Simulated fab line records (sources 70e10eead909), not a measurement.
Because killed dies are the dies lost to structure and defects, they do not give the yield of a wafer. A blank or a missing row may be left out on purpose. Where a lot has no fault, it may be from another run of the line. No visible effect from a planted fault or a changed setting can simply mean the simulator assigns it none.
Matching of chambers || flow nand-harc || rie-diel-01 running NHARC_A_CHANNEL_FILL_D2_STRIP_28: 4 sister chambers
The step strips in O2, time 20 s. 16 wafers are shown with their chamber, then 8 later ones without.

## WAFERS, EACH WITH ITS CHAMBER
{"wafer": "L209.2", "chamber": 2, "showerhead-plenum-p-Torr (Torr)": 3.38, "drypump-motor-current-A (A)": 5.7, "throttle-valve-pct (%)": 17.041}
{"wafer": "L209.4", "chamber": 0, "showerhead-plenum-p-Torr (Torr)": 3.63, "drypump-motor-current-A (A)": 5.4, "throttle-valve-pct (%)": 17.040}
{"wafer": "L209.5", "chamber": 1, "showerhead-plenum-p-Torr (Torr)": 3.48, "drypump-motor-current-A (A)": 5.0, "throttle-valve-pct (%)": 17.034}
{"wafer": "L210.1", "chamber": 0, "showerhead-plenum-p-Torr (Torr)": 3.63, "drypump-motor-current-A (A)": 5.3, "throttle-valve-pct (%)": 17.049}
{"wafer": "L210.3", "chamber": 2, "showerhead-plenum-p-Torr (Torr)": 3.38, "drypump-motor-current-A (A)": 5.7, "throttle-valve-pct (%)": 17.040}
{"wafer": "L210.6", "chamber": 0, "showerhead-plenum-p-Torr (Torr)": 3.63, "drypump-motor-current-A (A)": 5.3, "throttle-valve-pct (%)": 17.032}
{"wafer": "L212.1", "chamber": 1, "showerhead-plenum-p-Torr (Torr)": 3.47, "drypump-motor-current-A (A)": 5.0, "throttle-valve-pct (%)": 17.031}
{"wafer": "L212.2", "chamber": 3, "showerhead-plenum-p-Torr (Torr)": 3.69, "drypump-motor-current-A (A)": 6.1, "throttle-valve-pct (%)": 17.042}
{"wafer": "L212.4", "chamber": 0, "showerhead-plenum-p-Torr (Torr)": 3.63, "drypump-motor-current-A (A)": 5.4, "throttle-valve-pct (%)": 17.053}
{"wafer": "L217.2", "chamber": 0, "showerhead-plenum-p-Torr (Torr)": 3.63, "drypump-motor-current-A (A)": 5.4, "throttle-valve-pct (%)": 17.039}
{"wafer": "L217.4", "chamber": 2, "showerhead-plenum-p-Torr (Torr)": 3.38, "drypump-motor-current-A (A)": 5.7, "throttle-valve-pct (%)": 17.042}
{"wafer": "L217.5", "chamber": 1, "showerhead-plenum-p-Torr (Torr)": 3.47, "drypump-motor-current-A (A)": 5.0, "throttle-valve-pct (%)": 17.041}
{"wafer": "L218.3", "chamber": 3, "showerhead-plenum-p-Torr (Torr)": 3.69, "drypump-motor-current-A (A)": 6.2, "throttle-valve-pct (%)": 17.019}
{"wafer": "L218.5", "chamber": 0, "showerhead-plenum-p-Torr (Torr)": 3.63, "drypump-motor-current-A (A)": 5.3, "throttle-valve-pct (%)": 17.047}
{"wafer": "L218.6", "chamber": 3, "showerhead-plenum-p-Torr (Torr)": 3.69, "drypump-motor-current-A (A)": 6.1, "throttle-valve-pct (%)": 17.032}
{"wafer": "L219.1", "chamber": 2, "showerhead-plenum-p-Torr (Torr)": 3.38, "drypump-motor-current-A (A)": 5.7, "throttle-valve-pct (%)": 17.047}

SIGNATURES, as means of the wafers listed above
{"reading": "showerhead-plenum-p-Torr", "chamber 0": 3.6300, "chamber 1": 3.4733, "chamber 2": 3.3800, "chamber 3": 3.6900, "scatter within a chamber": 0.00236}
{"reading": "drypump-motor-current-A", "chamber 0": 5.350, "chamber 1": 5.000, "chamber 2": 5.700, "chamber 3": 6.133, "scatter within a chamber": 0.0425}
{"reading": "throttle-valve-pct", "chamber 0": 17.04333, "chamber 1": 17.03533, "chamber 2": 17.04250, "chamber 3": 17.03100, "scatter within a chamber": 0.00733}
Rule: for each reading, subtract the chamber's mean from the wafer's reading, divide by that reading's scatter and square the result; add these up over the readings and take the root, which gives the wafer's distance from the chamber. If the next closest chamber is less than 2 further off than the closest, the wafer can't be placed; otherwise it belongs to the closest. How the scatter is found: for the shown wafers, subtract from each reading the mean of its chamber, square and add these, divide the total by (wafers less chambers), then take the root.

## WAFERS MISSING THEIR CHAMBER
{"wafer": "L219.5", "showerhead-plenum-p-Torr (Torr)": 3.63, "drypump-motor-current-A (A)": 5.4, "throttle-valve-pct (%)": 17.022}
{"wafer": "L219.6", "showerhead-plenum-p-Torr (Torr)": 3.47, "drypump-motor-current-A (A)": 5.0, "throttle-valve-pct (%)": 17.049}
{"wafer": "L224.1", "showerhead-plenum-p-Torr (Torr)": 3.69, "drypump-motor-current-A (A)": 6.2, "throttle-valve-pct (%)": 17.034}
{"wafer": "L224.3", "showerhead-plenum-p-Torr (Torr)": 3.38, "drypump-motor-current-A (A)": 5.7, "throttle-valve-pct (%)": 17.026}
{"wafer": "L224.5", "showerhead-plenum-p-Torr (Torr)": 3.47, "drypump-motor-current-A (A)": 5.0, "throttle-valve-pct (%)": 17.038}
{"wafer": "L229.1", "showerhead-plenum-p-Torr (Torr)": 3.47, "drypump-motor-current-A (A)": 5.0, "throttle-valve-pct (%)": 17.031}
{"wafer": "L229.3", "showerhead-plenum-p-Torr (Torr)": 3.69, "drypump-motor-current-A (A)": 6.1, "throttle-valve-pct (%)": 17.051}
{"wafer": "L229.4", "showerhead-plenum-p-Torr (Torr)": 3.63, "drypump-motor-current-A (A)": 5.4, "throttle-valve-pct (%)": 17.048}

## WHICH CHAMBER EACH ONE RAN IN
{"wafer": "L219.5", "from the rows above": 0, "in truth": 0}
{"wafer": "L219.6", "from the rows above": 1, "in truth": 1}
{"wafer": "L224.1", "from the rows above": 3, "in truth": 3}
{"wafer": "L224.3", "from the rows above": 2, "in truth": 2}
{"wafer": "L224.5", "from the rows above": 1, "in truth": 1}
{"wafer": "L229.1", "from the rows above": 1, "in truth": 1}
{"wafer": "L229.3", "from the rows above": 3, "in truth": 3}
{"wafer": "L229.4", "from the rows above": 0, "in truth": 0}
Correctly placed: 8 of 8. Can't be placed from these rows: 0. Wrongly placed: 0.
